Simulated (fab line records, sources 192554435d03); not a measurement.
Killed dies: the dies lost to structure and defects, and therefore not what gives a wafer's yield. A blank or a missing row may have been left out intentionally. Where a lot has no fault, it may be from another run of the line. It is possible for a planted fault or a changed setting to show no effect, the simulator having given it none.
Struck lot and sound lot, side by side -- flow n5Finfet -- 37 out of 1938 route steps
Sound: the wafers L987.2, L987.4, L987.6. The struck wafers were L994.1, L994.4, L994.6. The cause comes at the end.
Order at every step that has rows: each side's tool, ch and its chambers, its first start. Under that, the readings that differ: sound wafers -- struck wafers -- difference of the means -- sigmas: that difference in standard deviations of wafers without a fault.
alike: readings whose means differ by less than 2 such deviations, and words and numbers that are the same on both sides. not compared: withheld readings, readings that some wafer has no value for, bounds like >300 that may hide the same value, and numbers for which the record gives no deviation and whose values overlap.
The two part at a step that has a row with sigmas, a row that says differs or no value, or rows on one side only. Numbers that have no deviation but don't overlap get no sigmas and don't part them. A reading that every wafer of one side lacks parts them only if that side has two wafers or more.

first, 9 steps without rows for these wafers: N5_STI_FIN_REVEAL_PRECLEAN_18 (cleans in SC2, time 45 s); N5_STI_FIN_REVEAL_SRD_28 (time 30 s); N5_DUMMY_GATE_PRECLEAN_00 (cleans in O3/DIW, time 60 s); N5_DUMMY_GATE_SRD_01 (time 30 s); N5_DUMMY_GATE_ALD_02 (deposits SiO2, target thk 2 nm, pulse time 1 s); N5_DUMMY_GATE_CVD_03 (deposits a-Si from SiH4, target thk 150 nm, time 8042 s); N5_DUMMY_GATE_PRECLEAN_46 (cleans in DIW, time 89.5 s); N5_DUMMY_GATE_SRD_47 (dry time 32 s); N5_DUMMY_GATE_CMP_04 (polishes a-Si).
N5_DUMMY_GATE_HM_DEP_06: deposits SiNx from DCS/NH3, target thk 80 nm, time 5141 s.
  sound on lpcvd-01 ch 1/104,1/114,1/95, day 4 03:08; struck on lpcvd-01 ch 0/65,0/79,0/89, day 5 20:10
reading,sound,struck,difference,sigmas
model.SiNx_of_DUMMY_GATE_HM_DEP_06.thkNm (nm),81.2 80.6 81,63 63 63.4,-18,
then, 24 steps without rows for these wafers: N5_DUMMY_GATE_PECVD_30 (deposits SiO2 from TEOS/O2, target thk 55 nm, time 10.8 s); N5_DUMMY_GATE_COAT_34 (time 60 s, resist thk 60 nm); N5_DUMMY_GATE_COAT_35 (time 60 s, resist thk 10 nm); N5_DUMMY_GATE_COAT_28 (time 60 s, resist thk 10 nm); N5_DUMMY_GATE_COAT_09 (resist thk 30 nm); N5_DUMMY_GATE_EBR_11; N5_DUMMY_GATE_SOFTBAKE_10 (time 60 s); N5_DUMMY_GATE_EXPOSE_12 (exposes mask GATE, target cd 25 nm); N5_DUMMY_GATE_PEB_13 (peb time 60 s); N5_DUMMY_GATE_DEVELOP_14 (develop time 30 s); N5_DUMMY_GATE_DESCUM_20 (chemistry O2, time 6.2 s); N5_DUMMY_GATE_ETCH_29 (etches underlayer in N2/H2, target depth 13 nm); N5_DUMMY_GATE_ETCH_36 (etches SiARC in CF4, target depth 13 nm); N5_DUMMY_GATE_ETCH_37 (etches SOC in N2/H2, target depth 60 nm, overetch 30 nm); N5_DUMMY_GATE_STRIP_38 (strips in N2/H2); N5_DUMMY_GATE_STRIP_39 (strips in N2/H2); N5_DUMMY_GATE_TRIM_49 (chemistry O2, time 29 s, target cd 14 nm); N5_DUMMY_GATE_STRIP_40 (strips in CF4); N5_DUMMY_GATE_ETCH_31 (etches SiO2 in C4F6/O2, target depth 82.5 nm, time 27.5 s); N5_DUMMY_GATE_STRIP_41 (strips in O2); N5_DUMMY_GATE_HM_OPEN_21 (chemistry CH3F/O2, target SiNx, target depth 120 nm, time 171.4 s); N5_DUMMY_GATE_ETCH_32 (etches SiO2 in CF4, target depth 3.5 nm, time 3.9 s); N5_DUMMY_GATE_ETCH_23 (etches poly-Si in HBr/Cl2/O2, target depth 41 nm, time 22.3 s); N5_DUMMY_GATE_ETCH_44 (etches poly-Si in HBr/O2, stops on SiO2, target depth 127.5 nm).
N5_ILD0_CMP_03: polishes, stops on SiNx, t overpolish 1.9 s, target thk 197.38 nm.
  sound on cmp-02 ch 0,1,3, day 4 23:24; struck on cmp-02 ch 1,3, day 6 17:11
reading,sound,struck,difference,sigmas
model.SiNx_of_DUMMY_GATE_HM_DEP_06.thkNm (nm),78 77.6 78,60 60 60.4,-18,
  alike: motorCurrentA, overpolishRunS, retainingRingPressureFrac, timeToEndpointS
-- the record jumps here: 4 days lie between the struck wafers' starts before and after (it left off in module ILD0 and takes up again in module BEOL_M4, whose first step shown is number 1111 of the route) --
N5_BEOL_M4_RC_MEAS_101:
  sound on prober-02 ch 0, day 9 07:52; struck on prober-02 ch 0, day 10 17:33
  alike: DIBL_N, DIBL_P, IOFF_N, IOFF_P, ION_N, ION_P, SS_N, SS_P, VT_N, VT_P
then, 1 step without rows for these wafers: N5_PASSIVATION_PROBE_49.

## WHERE THEY PART
Nowhere in this record.

WHY: the cause the simulator had injected
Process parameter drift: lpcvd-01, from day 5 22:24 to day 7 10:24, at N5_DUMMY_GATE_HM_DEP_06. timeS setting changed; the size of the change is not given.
